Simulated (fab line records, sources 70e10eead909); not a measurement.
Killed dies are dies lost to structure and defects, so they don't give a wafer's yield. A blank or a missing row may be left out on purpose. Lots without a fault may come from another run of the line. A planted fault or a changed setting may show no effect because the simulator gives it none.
fab line records | flow nand_harc
record lots=21 wafers=63 last_day=25
route steps=1159 shown P_ZERO_WELL@16 P_GATE@148 P_CONTACT@234
lots that met no fault: from a run of the same line without faults
start_h: hours from the record's first day to the start of the lot's first wafer shown | wait_h: hours since the lot's step before | " the same as in the row above | L1.1+2: a row that stands for several wafers | - no value, or no start given | * or withheld: withheld | < > ~ a bound
route shown NAME@n: a module of which the file shows steps, and the number in the route of the first | usual: mean/standard deviation of fault-free wafers | same: alike in all rows | chamber/n: place in a boat | sites: the reading at each site | _std_site: their standard deviation | _edge_site: outer sites' mean less inner sites' | radius_mm: how far each site lies from the wafer's centre | mask NAME#n: copy n | behind: the tool/chamber that last shaped the wafer | hold: why the lot was held/for how many hours/how that ended | device: the transistor (n, p or np) that didn't switch | end of line: the same wafers' tests at the end of the route | a step without rows: its recipe alone | killed: dies lost to structure and defects at the first sort, not the wafer's yield | map: a wafer's dies, x killed, . not, _ none there
set.NAME: the setting as run; set.NAME@STEP: as run at that earlier step | model.NAME: the simulator's own value behind a step, which no gauge read
steps of the route over a sample of lots; a table a step, a row a wafer
services: from which hour (start_h, from the record's first day; less than 0 if before it) a tool's chamber was out of use, for how many hours, and why
## steps
# step NHARC_P_ZERO_WELL_DESCUM_13
# recipe time_s=3 o2_flow_sccm=200 ar_flow_sccm=0 bias_power_w=0 chemistry=O2
# usual chamber_pressure_mTorr=60.00/0.057 drypump_motor_current_A=5.6/0.39 oes_product_au=0.999/0.015 rf_vpp_V=57.9/0.9 showerhead_plenum_p_Torr=1.95/0.078 throttle_valve_pct=11.312/0.0092
# columns lot.wafer tool chamber start_h wait_h chamber_pressure_mTorr drypump_motor_current_A oes_product_au rf_hours_counter_h rf_vpp_V showerhead_plenum_p_Torr throttle_valve_pct
L074.2 rie_diel-09 3 13.39 - 60.07 5.2 0.990 6 57.9 2.04 11.299
L074.3 " 2 " " 60.02 5.8 0.993 6 58.3 2.01 11.312
L074.5 " 0 " " 59.97 5.2 1.011 - 57.0 1.85 11.318
L075.2 rie_diel-08 1 19.38 - 60.07 5.9 0.981 3 59.8 1.87 11.309
L075.3 " 3 " " 60.09 5.3 0.985 4 58.2 1.96 11.327
L075.4 " 0 " " 60.09 5.2 1.005 3 57.5 2.02 11.300
L076.1 rie_diel-07 0 25.51 - 59.93 5.7 0.973 11 57.0 1.93 11.319
L076.3 " 3 " " 59.95 5.5 0.995 10 57.7 2.03 11.313
L076.6 " 0 " " 59.90 5.7 0.977 - 57.3 1.93 11.319
L077.3 rie_diel-07 0 31.40 - 60.01 5.7 0.961 11 58.7 1.93 11.311
L077.2 " 1 " " 59.97 5.5 0.978 11 57.1 1.91 11.316
L077.6 " 2 " " 59.99 6.4 1.003 - 57.4 1.87 11.298
L078.1 rie_diel-09 3 37.40 - 59.93 5.2 0.986 8 58.5 2.04 11.301
L078.3 " 0 " " 59.94 5.2 0.998 9 56.6 1.85 11.300
L078.5 " 0 " " 60.00 5.2 1.007 - 57.8 1.85 11.297
L079.1 rie_diel-07 1 43.41 - 60.01 5.5 0.988 12 58.0 1.91 11.311
L079.5 " 3 " " 60.00 5.5 0.974 - 58.0 2.03 11.314
L079.6 " 0 " " 59.98 5.7 0.975 - 57.3 1.93 11.316
L080.4 rie_diel-09 1 49.42 - 60.10 5.2 0.996 10 57.0 2.01 11.304
L080.5 " 2 " " 59.97 5.9 0.991 - 57.7 2.01 11.317
L080.6 " 3 " " 60.02 5.2 0.987 - 58.5 2.04 11.296
L081.4 rie_diel-08 1 55.41 - 60.04 5.9 0.984 6 58.0 1.87 11.316
L081.3 " 3 " " 59.93 5.3 1.010 6 59.3 1.96 11.320
L081.6 " 1 " " 59.99 5.9 0.977 - 59.2 1.87 11.309
L082.1 rie_diel-07 1 61.41 - 60.09 5.5 1.004 0 57.3 1.91 11.329
L082.4 " 2 " " 60.05 6.4 1.034 0 57.4 1.87 11.312
L082.5 " 1 " " 59.96 5.5 1.010 - 58.7 1.91 11.301
L083.1 rie_diel-09 3 67.28 - 59.98 5.2 0.991 9 57.8 2.04 11.322
L083.2 " 1 " " 60.13 5.2 1.011 11 58.4 2.01 11.300
L083.6 " 3 " " 59.98 5.2 0.986 - 57.8 2.04 11.311
L084.4 rie_diel-09 2 73.28 - 59.96 5.8 0.994 11 58.6 2.01 11.307
L084.3 " 3 " " 59.96 5.2 0.986 10 58.7 2.03 11.318
L084.6 " 1 " " 59.99 5.2 1.008 - 57.4 2.01 11.309
L085.3 rie_diel-08 1 79.42 - 60.06 5.9 0.986 8 58.4 1.87 11.316
L085.2 " 2 " " 60.03 5.8 0.992 9 57.9 1.79 11.316
L085.6 " 0 " " 60.00 5.2 1.005 - 59.3 2.01 11.305
L086.3 rie_diel-07 3 85.28 - 59.95 5.5 0.991 2 58.5 2.03 11.308
L086.2 " 2 " " 60.00 6.5 1.023 2 56.5 1.87 11.319
L086.5 " 0 " " 60.00 5.7 1.001 - 59.3 1.93 11.307
L087.4 rie_diel-09 2 91.38 - 60.11 5.9 0.977 0 57.8 2.01 11.322
L087.5 " 2 " " 60.04 5.9 0.983 - 56.5 2.01 11.316
L087.6 " 3 " " 59.98 5.2 1.018 - 57.7 2.03 11.316
L088.2 rie_diel-09 2 97.28 - 60.05 5.9 0.992 0 58.3 2.01 11.308
L088.4 " 0 " " 60.03 5.2 1.023 0 57.3 1.85 11.321
L088.5 " 2 " " 60.07 5.9 0.987 - 58.4 2.01 11.306
L089.3 rie_diel-09 3 103.42 - 60.06 5.2 1.017 1 57.9 2.03 11.320
L089.4 " 0 " " 59.90 5.2 1.005 1 58.0 1.85 11.294
L089.1 " 1 " " 60.03 5.2 1.002 1 58.9 2.01 11.330
L090.3 rie_diel-07 2 109.41 - 59.95 6.5 1.023 5 58.0 1.87 11.315
L090.5 " 2 " " 60.01 6.4 1.015 - 56.0 1.87 11.298
L090.6 " 3 " " 60.02 5.5 0.984 - 57.4 2.03 11.302
L092.3 rie_diel-09 0 121.39 - 60.04 5.2 0.997 2 56.4 1.84 11.306
L092.4 " 1 " " 59.97 5.2 1.018 2 58.5 2.01 11.311
L092.6 " 0 " " 59.96 5.2 0.996 - 58.4 1.85 11.314
L094.4 rie_diel-09 3 133.43 - 60.06 5.2 1.025 3 57.9 2.03 11.306
L094.6 " 0 " " 59.99 5.2 0.995 - 57.5 1.84 11.317
L094.5 " 1 " " 60.05 5.2 1.017 - 58.1 2.01 11.319
L096.4 rie_diel-08 0 145.39 - 60.01 5.2 0.995 0 58.9 2.01 11.304
L096.2 " 1 " " 60.02 5.9 1.001 0 58.3 1.86 11.318
L096.1 " 3 " " 60.00 5.3 1.023 0 58.4 1.96 11.328
L097.1 rie_diel-08 2 151.27 - 60.05 5.8 0.980 1 58.5 1.79 11.315
L097.3 " 0 " " 59.99 5.2 0.997 2 58.9 2.01 11.308
L097.6 " 3 " " 60.08 5.3 1.018 - 58.3 1.96 11.311
# step NHARC_P_GATE_ETCH_114
# recipe target_depth_a=300 overetch_a=30 time_s=16.5 ion_energy_ev=100 cf4_flow_sccm=80 o2_flow_sccm=20 ar_flow_sccm=0 rf_w=300 bias_w=100 chemistry=CF4/O2
# usual bias_w=100.00/0.27 chamber_pressure_mTorr=30.001/0.028 drypump_motor_current_A=5.9/0.59 oes_ar_750_au=1.000/0.0042 oes_product_au=0.999/0.014 rf_vpp_V=197.7/1.6 showerhead_plenum_p_Torr=1.33/0.061 throttle_valve_pct=13.397/0.0095
# columns lot.wafer tool chamber start_h wait_h bias_w chamber_pressure_mTorr drypump_motor_current_A oes_ar_750_au oes_product_au rf_hours_counter_h rf_vpp_V showerhead_plenum_p_Torr throttle_valve_pct
L074.3 rie_diel-11 3 - - 99.57 30.005 6.3 0.996 1.010 12 196.4 1.31 13.396
L074.2 " 1 " " 99.84 30.040 6.6 1.011 0.998 11 198.4 1.35 13.404
L074.5 " 3 " " 99.67 29.980 6.3 0.992 1.009 - 197.2 1.31 13.397
L075.4 rie_diel-11 2 - - 99.62 30.022 4.8 0.993 0.980 14 198.4 1.30 13.390
L075.2 " 3 " " 99.92 29.937 6.3 1.002 0.989 15 197.4 1.31 13.382
L075.3 " 0 " " 100.28 30.000 5.9 1.001 0.991 14 199.3 1.42 13.397
L077.3 rie_diel-11 3 - - 99.77 29.989 6.3 1.000 0.999 17 196.5 1.31 13.386
L077.2 " 0 " " 99.91 29.984 5.9 1.003 0.989 16 198.9 1.42 13.399
L077.6 " 2 " " 99.57 30.003 4.8 0.994 0.967 - 196.0 1.30 13.392
L076.1 rie_diel-12 3 - - 100.07 29.957 6.0 0.999 0.999 30 196.8 1.26 13.388
L076.3 " 0 " " 99.72 30.024 5.1 1.006 1.003 32 195.4 1.24 13.394
L076.6 " 2 " " 100.54 29.980 6.2 1.001 0.994 - 194.7 1.26 13.386
L078.3 rie_diel-12 3 - - 99.95 29.988 5.9 1.003 1.013 33 196.2 1.26 13.394
L078.1 " 1 " " 100.02 29.912 6.1 0.997 0.992 31 196.6 1.30 13.401
L078.5 " 3 " " 99.61 29.998 6.0 1.000 1.002 - 195.3 1.26 13.403
L079.1 rie_diel-12 1 - - 99.81 29.986 6.0 0.995 1.004 33 197.6 1.30 13.401
L079.5 " 2 " " 99.70 30.023 6.2 1.001 0.997 - 196.6 1.26 13.396
L079.6 " 3 " " 99.67 30.050 6.0 0.999 1.015 - 197.2 1.26 13.400
L080.4 rie_diel-11 3 - - 99.88 30.059 6.3 1.001 1.019 21 195.7 1.31 13.395
L080.5 " 3 " " 100.16 30.012 6.3 1.000 1.019 - 197.6 1.31 13.406
L080.6 " 0 " " 100.02 29.954 5.9 1.005 1.008 - 200.1 1.42 13.417
L081.4 rie_diel-11 0 - - 100.16 29.999 5.9 1.000 1.007 21 198.7 1.42 13.393
L081.3 " 2 " " 100.06 30.014 4.8 0.998 0.982 20 196.6 1.30 13.387
L081.6 " 1 " " 100.31 29.983 6.6 0.993 0.998 - 198.7 1.35 13.397
L082.1 rie_diel-11 1 - - 100.06 30.022 6.6 0.993 0.995 22 198.5 1.35 13.396
L082.4 " 2 " " 99.91 29.984 4.8 1.005 0.984 21 199.6 1.30 13.411
L082.5 " 1 " " 99.63 30.027 6.6 1.003 0.997 - 197.9 1.35 13.385
L084.3 rie_diel-11 3 - - 100.01 30.004 6.3 1.004 1.007 24 198.0 1.31 13.406
L084.4 " 0 " " 99.99 29.969 5.9 0.998 0.988 23 200.1 1.42 13.410
L084.6 " 1 " " 100.11 30.006 6.6 1.003 0.990 - 198.3 1.35 13.396
L083.2 rie_diel-13 3 - - 99.93 29.953 6.3 0.999 1.031 16 199.3 1.40 13.397
L083.1 " 0 " " 100.19 30.005 5.5 1.006 1.030 14 200.3 1.44 13.400
L083.6 " 3 " " 100.22 29.955 6.3 1.005 1.033 - 200.2 1.40 13.387
L086.3 rie_diel-11 2 - - 100.23 29.986 4.8 1.009 0.979 25 197.7 1.30 13.399
L086.2 " 1 " " 100.42 30.019 6.6 0.994 0.993 25 199.4 1.35 13.401
L086.5 " 3 " " 100.31 29.964 6.3 1.005 1.011 - 198.5 1.31 13.392
L085.2 rie_diel-11 2 - - 100.36 30.007 4.8 1.001 0.981 25 196.5 1.30 13.395
L085.3 " 3 " " 100.17 30.012 6.3 0.994 1.011 26 196.9 1.31 13.403
L085.6 " 2 " " 99.86 29.968 4.8 1.005 0.976 - 197.6 1.30 13.401
L087.4 rie_diel-12 2 - - 99.89 30.017 6.2 1.004 0.998 47 195.8 1.26 13.386
L087.6 " 0 " " 99.72 30.006 5.1 0.990 1.017 - 196.7 1.23 13.400
L087.5 " 1 " " 100.20 29.972 6.0 1.003 1.003 - 197.2 1.30 13.402
L088.4 rie_diel-13 2 - - 100.12 29.987 6.4 0.999 1.003 26 196.5 1.25 13.416
L088.2 " 3 " " 99.91 30.004 6.3 0.999 1.019 26 199.0 1.40 13.388
L088.5 " 0 " " 100.26 29.992 5.5 1.001 1.019 - 198.2 1.44 13.377
L089.1 rie_diel-12 2 - - 99.98 29.996 6.2 1.001 1.006 54 194.5 1.26 13.402
L089.3 " 3 " " 100.25 29.986 6.0 0.994 1.018 56 197.6 1.26 13.405
L089.4 " 0 " " 99.79 30.014 5.1 0.998 1.011 58 196.4 1.23 13.406
L090.3 rie_diel-12 0 - - 99.88 29.973 5.2 1.002 1.013 59 196.8 1.23 13.408
L090.6 " 1 " " 99.99 30.042 6.0 1.004 1.001 - 196.1 1.30 13.417
L090.5 " 2 " " 100.31 29.996 6.2 1.002 0.986 - 195.5 1.26 13.391
L092.4 rie_diel-11 0 - - 100.04 29.999 5.9 1.003 0.993 0 200.0 1.42 13.395
L092.3 " 2 " " 99.96 30.038 4.8 1.000 0.999 0 196.6 1.30 13.394
L092.6 " 3 " " 100.09 29.970 6.3 0.995 0.991 - 196.6 1.31 13.396
L094.4 rie_diel-11 2 - - 100.17 30.008 4.8 1.001 0.981 1 197.9 1.30 13.397
L094.6 " 2 " " 99.68 29.982 4.8 0.998 0.991 - 196.1 1.30 13.404
L094.5 " 3 " " 100.48 29.959 6.3 0.993 0.989 - 196.5 1.31 13.368
L097.3 rie_diel-11 0 - - 99.72 29.985 5.9 1.008 0.994 4 199.4 1.42 13.389
L097.1 " 1 " " 99.74 29.943 6.6 1.005 0.991 5 199.1 1.35 13.404
L097.6 " 1 " " 99.93 30.021 6.6 0.994 1.001 - 197.5 1.35 13.384
L096.4 rie_diel-12 2 - - 99.91 29.993 6.2 1.001 1.012 10 195.4 1.25 13.404
L096.2 " 3 " " 99.87 29.997 6.0 1.001 1.010 11 196.4 1.26 13.384
L096.1 " 0 " " 100.14 30.013 5.2 0.996 0.988 12 199.8 1.44 13.394
# step NHARC_P_GATE_STRIP_111
# recipe power_w=1500 temp_c=110 time_s=250 chemistry=N2/H2
# usual drypump_motor_current_A=5.5/0.35 heater_power_w=97/9.8
# columns lot.wafer tool chamber start_h wait_h drypump_motor_current_A heater_power_w rf_hours_counter_h
L074.2 plasma_asher-02 1 101.37 0.2 5.9 85 29
L074.3 " 0 " " 5.8 95 -
L074.5 " 1 " " 5.9 88 -
L075.2 plasma_asher-01 0 113.29 0.2 5.0 114 1
L075.3 " 0 " " 5.0 112 -
L075.4 " 1 " " 5.4 95 -
L077.2 plasma_asher-02 0 118.61 0.2 5.8 96 34
L077.3 " 1 " " 5.9 84 -
L077.6 " 0 " " 5.8 94 -
L076.1 plasma_asher-02 1 119.05 0.2 5.9 88 34
L076.3 " 0 " " 5.8 94 -
L076.6 " 1 " " 5.9 87 -
L078.1 plasma_asher-01 0 126.89 0.2 5.1 113 6
L078.3 " 0 " " 5.0 113 -
L078.5 " 0 " " 5.0 115 -
L079.1 plasma_asher-02 1 139.13 0.2 5.9 86 40
L079.6 " 0 " " 5.8 94 -
L079.5 " 1 " " 5.9 87 -
L080.4 plasma_asher-01 1 141.49 0.2 5.4 97 -
L080.6 " 1 " " 5.3 95 -
L080.5 " 0 " " 5.1 112 -
L081.4 plasma_asher-02 0 142.01 0.2 5.8 95 -
L081.3 " 1 " " 5.9 88 -
L081.6 " 0 " " 5.8 94 -
L082.1 plasma_asher-01 1 151.60 0.2 5.4 94 13
L082.4 " 0 " " 5.0 115 -
L082.5 " 0 " " 5.0 116 -
L084.3 plasma_asher-02 0 158.00 0.2 5.8 96 -
L084.4 " 1 " " 5.9 87 -
L084.6 " 1 " " 5.9 88 -
L083.2 plasma_asher-02 0 159.02 0.2 5.8 94 49
L083.1 " 1 " " 5.9 89 49
L083.6 " 0 " " 5.8 94 -
L086.2 plasma_asher-02 1 178.68 0.2 5.9 87 54
L086.3 " 0 " " 5.8 95 -
L086.5 " 0 " " 5.8 93 -
L087.4 plasma_asher-02 0 179.91 0.2 5.8 92 -
L087.6 " 0 " " 5.8 95 -
L087.5 " 1 " " 5.9 88 -
L085.2 plasma_asher-01 1 181.31 0.2 5.4 97 23
L085.3 " 0 " " 5.0 114 -
L085.6 " 0 " " 5.0 112 -
L088.2 plasma_asher-01 1 187.97 0.3 5.4 96 27
L088.4 " 0 " " 5.0 114 -
L088.5 " 1 " " 5.4 97 -
L089.1 plasma_asher-02 0 197.51 0.2 5.8 97 2
L089.4 " 0 " " 5.8 96 -
L089.3 " 1 " " 5.9 84 -
L090.3 plasma_asher-01 0 204.00 0.3 5.0 114 -
L090.6 " 1 " " 5.4 97 -
L090.5 " 0 " " 5.0 114 -
L092.4 plasma_asher-01 1 211.42 0.2 5.3 95 -
L092.3 " 0 " " 5.0 111 -
L092.6 " 1 " " 5.4 96 -
L094.4 plasma_asher-01 1 216.53 0.2 5.4 97 -
L094.5 " 1 " " 5.4 94 -
L094.6 " 0 " " 5.0 111 -
L097.1 plasma_asher-01 0 242.18 0.2 5.0 110 44
L097.3 " 1 " " 5.4 97 -
L097.6 " 1 " " 5.4 95 -
L096.2 plasma_asher-01 0 242.55 0.4 5.0 113 44
L096.1 " 1 " " 5.4 95 44
L096.4 " 1 " " 5.4 98 -
# step NHARC_P_GATE_STRIP_76
# recipe power_w=1500 temp_c=250 chemistry=O2
# usual drypump_motor_current_A=5.6/0.35 heater_power_w=362/37
# columns lot.wafer tool chamber start_h wait_h drypump_motor_current_A heater_power_w rf_hours_counter_h
L074.2 plasma_asher-02 0 103.43 0.2 5.8 366 30
L074.3 " 0 " " 5.8 347 -
L074.5 " 0 " " 5.8 356 -
L075.2 plasma_asher-01 0 115.19 0.2 5.0 430 2
L075.3 " 0 " " 5.0 433 -
L075.4 " 1 " " 5.4 365 -
L077.2 plasma_asher-02 0 120.47 0.2 5.8 350 35
L077.3 " 0 " " 5.8 353 -
L077.6 " 1 " " 5.9 330 -
L076.1 plasma_asher-01 0 121.12 0.2 5.0 423 4
L076.3 " 0 " " 5.0 414 -
L076.6 " 0 " " 5.0 425 -
L078.1 plasma_asher-02 0 128.92 0.2 5.8 367 38
L078.3 " 0 " " 5.8 355 -
L078.5 " 0 " " 5.8 360 -
L079.1 plasma_asher-02 0 141.11 0.2 5.8 355 41
L079.5 " 1 " " 5.9 330 -
L079.6 " 0 " " 5.8 354 -
L080.4 plasma_asher-01 1 143.47 0.1 5.4 349 -
L080.5 " 0 " " 5.0 419 -
L080.6 " 1 " " 5.4 354 -
L081.4 plasma_asher-01 0 143.95 0.2 5.0 433 -
L081.3 " 1 " " 5.4 351 -
L081.6 " 0 " " 5.1 428 -
L082.1 plasma_asher-01 0 153.44 0.2 5.0 431 14
L082.4 " 1 " " 5.4 354 -
L082.5 " 0 " " 5.0 417 -
L084.4 plasma_asher-02 0 160.04 0.2 5.8 356 -
L084.3 " 1 " " 5.9 323 -
L084.6 " 1 " " 5.9 326 -
L083.2 plasma_asher-01 1 160.93 0.2 5.4 353 17
L083.1 " 0 " " 5.0 422 17
L083.6 " 1 " " 5.4 369 -
L086.2 plasma_asher-02 0 180.66 0.2 5.8 362 56
L086.3 " 1 " " 5.9 318 -
L086.5 " 1 " " 5.9 319 -
L087.4 plasma_asher-02 0 181.85 0.2 5.8 351 -
L087.6 " 0 " " 5.8 359 -
L087.5 " 1 " " 5.9 327 -
L085.2 plasma_asher-01 1 183.32 0.2 5.4 357 24
L085.3 " 0 " " 5.0 433 -
L085.6 " 0 " " 5.0 433 -
L088.2 plasma_asher-01 0 189.95 0.2 5.0 409 27
L088.4 " 1 " " 5.4 356 -
L088.5 " 0 " " 5.1 431 -
L089.1 plasma_asher-01 0 199.58 0.2 5.0 423 30
L089.4 " 1 " " 5.4 359 -
L089.3 " 0 " " 5.0 411 -
L090.3 plasma_asher-02 0 206.15 0.2 5.8 355 -
L090.5 " 0 " " 5.8 354 -
L090.6 " 1 " " 5.9 319 -
L092.4 plasma_asher-01 1 213.25 0.2 5.4 362 -
L092.3 " 0 " " 5.0 417 -
L092.6 " 1 " " 5.4 352 -
L094.4 plasma_asher-02 0 218.63 0.1 5.8 361 -
L094.6 " 1 " " 5.9 316 -
L094.5 " 0 " " 5.8 357 -
L097.1 plasma_asher-02 0 244.21 0.2 5.8 354 18
L097.3 " 0 " " 5.8 356 -
L097.6 " 0 " " 5.8 352 -
L096.2 plasma_asher-01 0 244.44 0.2 5.0 428 45
L096.1 " 1 " " 5.4 346 45
L096.4 " 1 " " 5.4 360 -
# step NHARC_P_CONTACT_INSPECT_14
# usual raw_defect_count=4.0/2.5
# columns lot.wafer tool chamber start_h wait_h raw_defect_count
L074.2 defect_inspect-02 - 109.18 0.0 4
L074.3 " - " " 4
L074.5 " - " " 4
L075.2 defect_inspect-02 - 120.69 0.0 3
L075.3 " - " " 6
L075.4 " - " " 4
L077.2 defect_inspect-01 - 126.29 0.0 3
L077.3 " - " " 3
L077.6 " - " " 3
L076.1 defect_inspect-01 - 127.32 0.0 6
L076.3 " - " " 1
L076.6 " - " " 4
L078.1 defect_inspect-02 - 134.66 0.0 5
L078.3 " - " " 6
L078.5 " - " " 1
L079.1 defect_inspect-01 - 146.87 0.0 5
L079.5 " - " " 3
L079.6 " - " " 7
L080.4 defect_inspect-02 - 149.76 0.0 1
L080.5 " - " " 3
L080.6 " - " " 3
L081.3 defect_inspect-01 - 150.06 0.0 5
L081.4 " - " " 2
L081.6 " - " " 1
L082.1 defect_inspect-01 - 159.12 0.0 6
L082.4 " - " " 12
L082.5 " - " " 1
L084.3 defect_inspect-01 - 165.48 0.0 2
L084.4 " - " " 2
L084.6 " - " " 6
L083.1 defect_inspect-01 - 166.93 0.0 3
L083.2 " - " " 2
L083.6 " - " " 3
L086.2 defect_inspect-02 - 186.31 0.0 1
L086.3 " - " " 4
L086.5 " - " " 3
L087.4 defect_inspect-02 - 187.54 0.0 6
L087.5 " - " " 6
L087.6 " - " " 10
L085.2 defect_inspect-02 - 189.03 0.0 2
L085.3 " - " " 2
L085.6 " - " " 6
L088.2 defect_inspect-02 - 196.20 0.0 0
L088.4 " - " " 2
L088.5 " - " " 1
L089.1 defect_inspect-01 - 205.34 0.0 4
L089.3 " - " " 6
L089.4 " - " " 1
L090.3 defect_inspect-01 - 211.77 0.0 6
L090.5 " - " " 3
L090.6 " - " " 6
L092.3 defect_inspect-02 - 219.07 0.0 9
L092.4 " - " " 7
L092.6 " - " " 6
L094.4 defect_inspect-02 - 224.61 0.0 5
L094.5 " - " " 6
L094.6 " - " " 0
L097.1 defect_inspect-02 - 251.04 0.0 6
L097.3 " - " " 1
L097.6 " - " " 4
L096.1 defect_inspect-02 - 251.44 0.0 8
L096.2 " - " " 9
L096.4 " - " " 6
# step NHARC_P_CONTACT_ETCH_36
# recipe target_depth_a=2600 over_etch_frac=0.25 time_s=406.25 ion_energy_ev=200 n2_flow_sccm=150 h2_flow_sccm=150 ar_flow_sccm=0 rf_w=400 bias_w=150 chemistry=N2/H2
# usual bias_w=149.9/0.42 chamber_pressure_mTorr=30.000/0.027 drypump_motor_current_A=5.5/0.53 oes_product_au=0.989/0.014 rf_vpp_V=430.4/2.1 showerhead_plenum_p_Torr=2.04/0.074 throttle_valve_pct=14.172/0.0083
# columns lot.wafer tool chamber start_h wait_h bias_w chamber_pressure_mTorr drypump_motor_current_A oes_product_au rf_hours_counter_h rf_vpp_V showerhead_plenum_p_Torr throttle_valve_pct
L074.2 rie_diel-04 3 - - 150.0 29.997 5.6 0.986 15 430.0 2.01 14.162
L074.3 " 1 " " 150.0 30.004 6.0 0.978 16 432.9 2.10 14.168
L074.5 " 0 " " 149.4 29.997 5.5 0.983 - 432.4 2.12 14.167
L075.3 rie_diel-10 3 - - 150.4 30.004 5.4 0.991 12 429.9 2.00 14.171
L075.2 " 2 " " 149.4 29.992 6.3 1.001 12 428.0 1.98 14.175
L075.4 " 0 " " 149.8 30.005 5.5 0.987 - 430.0 2.04 14.178
L077.3 rie_diel-04 2 - - 149.6 29.972 4.8 0.976 1 429.0 1.95 14.173
L077.2 " 0 " " 150.2 29.989 5.5 0.982 0 432.6 2.12 14.162
L077.6 " 3 " " 149.8 29.977 5.6 0.979 - 429.1 2.01 14.177
L076.1 rie_diel-04 3 - - 150.1 30.031 5.6 0.982 1 429.3 2.01 14.178
L076.3 " 0 " " 150.0 30.052 5.5 0.983 1 432.2 2.12 14.163
L076.6 " 3 " " 150.5 29.979 5.6 0.983 - 428.8 2.01 14.172
L078.1 rie_diel-04 3 - - 150.3 30.033 5.6 0.981 2 430.3 2.01 14.165
L078.3 " 1 " " 149.6 29.981 6.1 0.975 1 431.7 2.10 14.167
L078.5 " 3 " " 149.7 29.956 5.6 0.968 - 429.8 2.01 14.184
L079.1 rie_diel-10 0 - - 149.6 29.940 5.6 0.992 15 430.3 2.04 14.166
L079.5 " 3 " " 149.9 29.980 5.4 1.010 - 428.8 2.00 14.174
L079.6 " 0 " " 150.0 29.998 5.5 0.997 - 430.9 2.04 14.162
L080.4 rie_diel-04 2 - - 150.0 30.004 4.8 0.978 4 426.7 1.95 14.168
L080.6 " 2 " " 150.7 30.034 4.8 0.990 - 428.1 1.95 14.169
L080.5 " 3 " " 149.1 30.035 5.6 0.983 - 430.7 2.01 14.182
L081.3 rie_diel-10 1 - - 150.0 30.022 4.7 1.004 16 433.3 2.17 14.175
L081.4 " 2 " " 148.9 30.028 6.3 0.989 16 430.0 1.97 14.171
L081.6 " 0 " " 149.6 29.957 5.6 0.999 - 430.0 2.04 14.180
L082.4 rie_diel-10 2 - - 150.1 29.958 6.3 0.997 17 429.3 1.97 14.148
L082.1 " 1 " " 150.3 30.001 4.6 1.005 17 433.5 2.17 14.166
L082.5 " 2 " " 150.6 30.026 6.3 0.994 - 428.3 1.97 14.172
L084.4 rie_diel-10 2 - - 150.0 29.979 6.3 0.984 17 429.4 1.97 14.156
L084.3 " 0 " " 149.1 30.000 5.5 0.999 17 428.9 2.04 14.168
L084.6 " 3 " " 150.0 30.002 5.4 1.001 - 429.0 2.00 14.181
L083.2 rie_diel-10 1 - - 150.2 30.008 4.6 0.999 17 434.3 2.17 14.160
L083.1 " 2 " " 149.9 29.988 6.3 0.980 18 430.5 1.97 14.172
L083.6 " 3 " " 149.8 30.053 5.4 0.990 - 429.9 2.00 14.176
L086.3 rie_diel-10 2 - - 150.0 29.992 6.3 1.000 0 429.0 1.97 14.179
L086.2 " 3 " " 149.9 30.011 5.4 1.013 0 430.7 2.00 14.175
L086.5 " 2 " " 149.5 30.054 6.3 0.998 - 428.8 1.97 14.156
L087.4 rie_diel-10 3 - - 150.0 29.985 5.4 1.004 0 428.7 2.00 14.173
L087.6 " 0 " " 149.2 30.028 5.6 0.979 - 429.3 2.04 14.176
L087.5 " 1 " " 149.0 29.984 4.7 0.982 - 433.8 2.17 14.168
L085.3 rie_diel-10 2 - - 149.7 29.995 6.3 0.988 1 429.4 1.97 14.176
L085.2 " 0 " " 150.1 29.980 5.5 0.969 1 430.5 2.04 14.173
L085.6 " 2 " " 149.9 30.001 6.3 1.003 - 428.8 1.97 14.162
L088.2 rie_diel-04 2 - - 149.9 30.021 4.9 0.987 7 429.6 1.95 14.162
L088.5 " 1 " " 150.5 30.013 6.0 0.980 - 433.1 2.09 14.161
L088.4 " 0 " " 150.1 30.064 5.5 0.970 - 431.1 2.12 14.166
L089.3 rie_diel-10 1 - - 150.4 29.980 4.7 0.989 2 434.3 2.17 14.152
L089.4 " 2 " " 150.2 29.969 6.3 1.001 3 428.1 1.97 14.174
L089.1 " 3 " " 150.4 30.018 5.4 1.014 2 429.5 2.00 14.166
L090.3 rie_diel-01 3 - - 150.1 30.027 6.0 0.985 26 428.3 1.96 14.159
L090.5 " 0 " " 149.9 29.965 5.4 1.013 - 426.7 1.89 14.163
L090.6 " 1 " " 150.7 29.992 5.9 0.979 - 428.2 2.00 14.170
L092.3 rie_diel-04 2 - - 149.3 29.974 4.8 0.982 10 427.9 1.95 14.155
L092.4 " 0 " " 150.1 30.005 5.5 0.976 9 433.6 2.12 14.183
L092.6 " 2 " " 149.8 29.968 4.8 0.989 - 428.5 1.95 14.182
L094.4 rie_diel-04 1 - - 149.7 29.986 6.0 0.963 9 430.5 2.09 14.178
L094.5 " 0 " " 149.1 29.989 5.4 0.975 - 432.6 2.12 14.176
L094.6 " 1 " " 149.0 30.030 6.0 0.963 - 430.5 2.09 14.161
L097.3 rie_diel-10 1 - - 150.0 29.979 4.6 0.979 8 433.7 2.17 14.175
L097.1 " 2 " " 150.4 30.014 6.3 1.014 7 428.6 1.97 14.176
L097.6 " 3 " " 149.8 30.009 5.4 1.021 - 429.8 2.00 14.173
L096.2 rie_diel-04 1 - - 151.0 29.961 6.0 0.972 12 430.6 2.09 14.183
L096.1 " 2 " " 150.0 29.977 4.8 0.973 13 427.3 1.95 14.162
L096.4 " 0 " " 149.9 29.989 5.5 0.970 12 431.9 2.12 14.177
## services
# columns tool chamber start_h hours kind
rie_diel-10 - -0.50 9.0 pm
plasma_asher-02 - 6.00 9.0 pm
rie_diel-11 - 12.64 9.0 pm
rie_diel-10 1 19.67 5.5 repair
rie_diel-09 0 63.07 9.2 repair
rie_diel-09 - 77.31 9.0 pm
plasma_asher-01 - 99.00 9.0 pm
rie_diel-11 1 104.14 4.3 repair
plasma_asher-02 - 108.69 0.9 repair
rie_diel-09 1 111.70 5.0 repair
rie_diel-11 2 116.83 9.9 repair
rie_diel-10 1 119.47 3.1 repair
rie_diel-10 1 124.09 2.5 repair
rie_diel-09 2 153.55 8.5 repair
rie_diel-09 - 155.86 0.8 repair
rie_diel-11 - 156.69 1.7 repair
rie_diel-10 - 176.50 9.0 pm
plasma_asher-02 - 183.00 9.0 pm
rie_diel-11 - 189.64 9.0 pm
plasma_asher-01 - 194.31 3.2 repair
rie_diel-10 3 198.19 1.9 repair
rie_diel-10 2 210.42 1.7 repair
rie_diel-10 0 226.30 18.1 repair
plasma_asher-01 - 229.70 1.4 repair
## key
fault none
